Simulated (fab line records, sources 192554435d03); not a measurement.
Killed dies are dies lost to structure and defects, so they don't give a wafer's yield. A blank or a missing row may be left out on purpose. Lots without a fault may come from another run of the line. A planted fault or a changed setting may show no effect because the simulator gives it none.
Chamber matching | flow n5_finfet | N5_BEOL_M15_ETCH_57 on rie_diel-03: 4 sister chambers
The step etches SOC in N2/H2, time 750 s. 4 wafers are shown with their chamber, then 8 later ones without.

WAFERS WITH THEIR CHAMBER
wafer  | chamber | drypump_motor_current_A (A)
L080.6 | 0       | 5.39
L087.5 | 1       | 6.26
L087.6 | 2       | 5.52
L094.1 | 3       | 5.23

WAFERS WITHOUT THEIR CHAMBER
wafer  | drypump_motor_current_A (A)
L094.2 | 5.41
L094.3 | 5.53
L094.4 | 5.40
L094.5 | 5.54
L094.6 | 5.23
L097.3 | 5.25
L097.4 | 6.22
L097.6 | 6.24

WHICH CHAMBER EACH WENT THROUGH
wafer  | from the rows above | in truth
L094.2 | 0                   | 0
L094.3 | 2                   | 2
L094.4 | 0                   | 0
L094.5 | 2                   | 2
L094.6 | 3                   | 3
L097.3 | 3                   | 3
L097.4 | 1                   | 1
L097.6 | 1                   | 1
Placed correctly: 8 of 8. Can't be placed from these rows: 0. Placed wrongly: 0.
How it was worked out, from the rows above alone: a wafer's distance from a chamber is the root of the sum, over the readings, of the square of ((its reading less the chamber's mean) divided by the reading's scatter). The wafer belongs to the nearest chamber; if the next one is less than 2 further off, it can't be placed. A chamber's mean is the mean of its shown wafers. The scatter: with one shown wafer a chamber, the root of the mean of the squares of how far each hidden wafer lies from its nearest shown one.
